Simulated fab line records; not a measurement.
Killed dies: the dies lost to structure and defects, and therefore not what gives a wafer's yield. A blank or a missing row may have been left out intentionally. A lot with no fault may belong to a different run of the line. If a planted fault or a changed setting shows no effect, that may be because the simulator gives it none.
2 desks, one fault | flow n5 finfet | each desk holds nothing but its own numbers, with what lay behind them at the end

THE METROLOGY DESK
What the gauges read, lot by lot, whatever tool the lot ran on: means of the sampled wafers that have a number. A lot is out of limits, marked OUT, if its mean lies more than 4 standard deviations from the usual mean; the brackets give that distance.
Columns: A = cd nm at N5_PASSIVATION_CD_MEAS_44, usual 40001 nm
lot  | first seen here | A
L688 | day 13 10:03    | 40000
L689 | day 14 03:47    | 40007
L692 | day 14 16:44    | 39995
L691 | day 14 22:02    | 40000
L690 | day 14 23:08    | 40001
L694 | day 15 23:10    | 40005
L699 | day 17 01:33    | 39994
L702 | day 17 12:20    | 39995
L701 | day 17 14:04    | 39998
L707 | day 19 03:56    | 39997
L704 | day 20 11:04    | 40010
L711 | day 20 19:04    | 39999
This desk's finding: nothing out of limits on any of the 12 lots.

TOOL OWNER'S DESK, rie diel-03
The tool's own readings at N5_FIN_CUT_ETCH_21 (etches SOC in N2/H2, target depth 219 nm, overetch 43.8 nm, time 523.5 s): means of the sampled wafers that have a number, for each lot that ran on this tool. A lot is out of limits, marked OUT, if its mean lies more than 4 standard deviations from the usual mean; the brackets give that distance.
Columns: A = drypump motor current A at N5_FIN_CUT_ETCH_21, usual 5.6 A; B = oes product au at N5_FIN_CUT_ETCH_21, usual 0.73 a.u.; C = rf vpp V at N5_FIN_CUT_ETCH_21, usual 241.2 V; D = showerhead plenum p Torr at N5_FIN_CUT_ETCH_21, usual 2.57 Torr; E = throttle valve pct at N5_FIN_CUT_ETCH_21, usual 17.81 %
lot  | first seen here | A   | B    | C     | D    | E
L688 | day 2 05:09     | 6.0 | 0.69 | 241.2 | 2.61 | 17.93
L689 | day 2 10:01     | 5.4 | 0.68 | 242.2 | 2.65 | 18.09
L690 | day 2 15:04     | 6.5 | 0.74 | 241.4 | 2.55 | 17.63
L691 | day 2 22:34     | 5.6 | 0.71 | 242.1 | 2.61 | 17.86
L694 | day 3 14:52     | 5.6 | 0.71 | 241.8 | 2.61 | 17.86
L699 | day 4 21:11     | 5.9 | 0.69 | 242.3 | 2.58 | 17.74
L701 | day 5 09:49     | 5.2 | 0.68 | 242.6 | 2.63 | 17.99
L702 | day 5 14:34     | 5.5 | 0.76 | 241.2 | 2.65 | 18.05
This desk's finding: nothing out of limits on any of the 8 lots.

BROUGHT TOGETHER
From the metrology desk's view, nothing was out of limits.
The desk of the tool owner found nothing out of limits.

WHAT THE SIMULATOR HAD INSERTED
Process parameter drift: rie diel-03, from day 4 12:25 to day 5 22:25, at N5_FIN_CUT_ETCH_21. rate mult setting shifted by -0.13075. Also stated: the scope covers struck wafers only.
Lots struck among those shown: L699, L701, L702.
